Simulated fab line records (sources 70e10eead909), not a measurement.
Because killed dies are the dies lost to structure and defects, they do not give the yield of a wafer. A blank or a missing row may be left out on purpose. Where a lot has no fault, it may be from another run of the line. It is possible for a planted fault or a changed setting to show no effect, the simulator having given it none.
Check for tools in common :: flow nandHarc :: Lots sampled 11, wafers sampled 33

REASON IT WAS OPENED
On 2 of the 11 lots, a flag is raised at NHARC_P_M0_CD_MEAS_09 on the reading cdNm. Fault-free wafers read 89.8 nm, with a standard deviation of 0.68.
Rule: a lot gets a flag if all its wafers with a number sit over 4 standard deviations from that mean, or if no wafer of it has a number. As for the other lots, they are considered sound.

lot: L663
measured: day 6 05:10
on: cdSem-01
cdNm (nm), wafer by wafer: 89.9 91.5 89.5
flag: 

lot: L666
measured: day 7 00:20
on: cdSem-02
cdNm (nm), wafer by wafer: 89.8 90.0 90.2
flag: 

lot: L664
measured: day 7 01:07
on: cdSem-03
cdNm (nm), wafer by wafer: 89.6 90.2 88.9
flag: 

lot: L667
measured: day 7 16:01
on: cdSem-02
cdNm (nm), wafer by wafer: 88.9 88.9 90.3
flag: 

lot: L668
measured: day 8 00:17
on: cdSem-03
cdNm (nm), wafer by wafer: 90.0 90.8 90.3
flag: 

lot: L669
measured: day 8 00:56
on: cdSem-01
cdNm (nm), wafer by wafer: 90.9 90.4 90.0
flag: 

lot: L670
measured: day 8 09:08
on: cdSem-02
cdNm (nm), wafer by wafer: 90.9 90.4 90.0
flag: 

lot: L673
measured: day 8 22:58
on: cdSem-01
cdNm (nm), wafer by wafer: 89.4 89.5 89.0
flag: 

lot: L674
measured: day 8 23:31
on: cdSem-01
cdNm (nm), wafer by wafer: 96.7 97.5 98.1
flag: FLAGGED

lot: L675
measured: day 9 17:55
on: cdSem-02
cdNm (nm), wafer by wafer: 98.9 98.0 97.8
flag: FLAGGED

lot: L677
measured: day 9 23:43
on: cdSem-03
cdNm (nm), wafer by wafer: 89.6 89.3 89.0
flag: 
The mean of the flagged lots' numbers is 97.8 nm, +8.0 nm from the usual (+12 standard deviations).

WHICH TOOL EACH LOT WENT THROUGH
Before the reading, the record contains 2 process steps out of a 1159-step route. Every cell lists first the tool, next ch and the chambers used by the sampled wafers, and last the start.
lot: L663
flag: 
NHARC_P_GATE_STRIP_95: plasmaAsher-02 ch 0,1, day 5 21:39
NHARC_P_M0_PEB_07: lithoTrack-04 ch 0, day 6 05:04

lot: L666
flag: 
NHARC_P_GATE_STRIP_95: plasmaAsher-02 ch 0,1, day 6 16:41
NHARC_P_M0_PEB_07: lithoTrack-06 ch 0, day 7 00:16

lot: L664
flag: 
NHARC_P_GATE_STRIP_95: plasmaAsher-02 ch 0,1, day 6 17:28
NHARC_P_M0_PEB_07: lithoTrack-01 ch 0, day 7 01:02

lot: L667
flag: 
NHARC_P_GATE_STRIP_95: plasmaAsher-01 ch 0,1, day 7 04:38
NHARC_P_M0_PEB_07: lithoTrack-01 ch 0, day 7 15:56

lot: L668
flag: 
NHARC_P_GATE_STRIP_95: plasmaAsher-01 ch 1, day 7 09:30
NHARC_P_M0_PEB_07: lithoTrack-06 ch 0, day 8 00:12

lot: L669
flag: 
NHARC_P_GATE_STRIP_95: plasmaAsher-02 ch 0,1, day 7 10:05
NHARC_P_M0_PEB_07: lithoTrack-04 ch 0, day 8 00:52

lot: L670
flag: 
NHARC_P_GATE_STRIP_95: plasmaAsher-02 ch 0,1, day 8 01:19
NHARC_P_M0_PEB_07: lithoTrack-01 ch 0, day 8 09:03

lot: L673
flag: 
NHARC_P_GATE_STRIP_95: plasmaAsher-01 ch 0,1, day 8 13:07
NHARC_P_M0_PEB_07: lithoTrack-01 ch 0, day 8 22:53

lot: L674
flag: FLAGGED
NHARC_P_GATE_STRIP_95: plasmaAsher-02 ch 0,1, day 8 13:19
NHARC_P_M0_PEB_07: lithoTrack-01 ch 0, day 8 23:26

lot: L675
flag: FLAGGED
NHARC_P_GATE_STRIP_95: plasmaAsher-02 ch 1, day 9 08:08
NHARC_P_M0_PEB_07: lithoTrack-01 ch 0, day 9 17:50

lot: L677
flag: 
NHARC_P_GATE_STRIP_95: plasmaAsher-02 ch 0,1, day 9 16:06
NHARC_P_M0_PEB_07: lithoTrack-06 ch 0, day 9 23:38
What is done by these steps:
- NHARC_P_GATE_STRIP_95: strips in O2.
- NHARC_P_M0_PEB_07: peb time 65 s.
- NHARC_P_M0_CD_MEAS_09: target cd 90 nm.

FLAGGED OVER TOTAL, TOOL BY TOOL (the gauges that took the reading come last)
step: NHARC_P_GATE_STRIP_95
tool: plasmaAsher-01
lots run: 3
flagged: 0
share of the flagged lots: none
sound lots run after its first flagged lot: -

step: NHARC_P_GATE_STRIP_95
tool: plasmaAsher-02
lots run: 8
flagged: 2
share of the flagged lots: all
sound lots run after its first flagged lot: 1 (L677)

step: NHARC_P_M0_PEB_07
tool: lithoTrack-01
lots run: 6
flagged: 2
share of the flagged lots: all
sound lots run after its first flagged lot: 0

step: NHARC_P_M0_PEB_07
tool: lithoTrack-04
lots run: 2
flagged: 0
share of the flagged lots: none
sound lots run after its first flagged lot: -

step: NHARC_P_M0_PEB_07
tool: lithoTrack-06
lots run: 3
flagged: 0
share of the flagged lots: none
sound lots run after its first flagged lot: -

step: NHARC_P_M0_CD_MEAS_09
tool: cdSem-01
lots run: 4
flagged: 1
share of the flagged lots: some
sound lots run after its first flagged lot: 0

step: NHARC_P_M0_CD_MEAS_09
tool: cdSem-02
lots run: 4
flagged: 1
share of the flagged lots: some
sound lots run after its first flagged lot: 0

step: NHARC_P_M0_CD_MEAS_09
tool: cdSem-03
lots run: 3
flagged: 0
share of the flagged lots: none
sound lots run after its first flagged lot: -

THE TABLE: WHAT IT ALLOWS
Every flagged lot went through 2 rows of the table: plasmaAsher-02 at NHARC_P_GATE_STRIP_95 and lithoTrack-01 at NHARC_P_M0_PEB_07.
- plasmaAsher-02 at NHARC_P_GATE_STRIP_95: 2 of its 8 lots flagged. Sound lots followed the first flagged one (L677) on it, something a lasting fault affecting the whole tool could not allow.
- lithoTrack-01 at NHARC_P_M0_PEB_07: 2 of its 6 lots flagged. Its last sound lot is L673 (day 8 22:53), its first flagged lot L674 (day 8 23:26): a fault that began between those two fits. Its own readings lie more than 4 standard deviations out on every wafer of the flagged lots: heaterPowerTotalW, plateTempC.
Just one tool remains: lithoTrack-01 at NHARC_P_M0_PEB_07.

WHAT HAD BEEN PUT IN BY THE SIMULATOR
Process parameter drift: lithoTrack-01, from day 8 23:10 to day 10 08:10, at NHARC_P_M0_PEB_07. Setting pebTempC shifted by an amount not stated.
Shown lots that were struck: L674, L675. The rule given above showed the same thing.
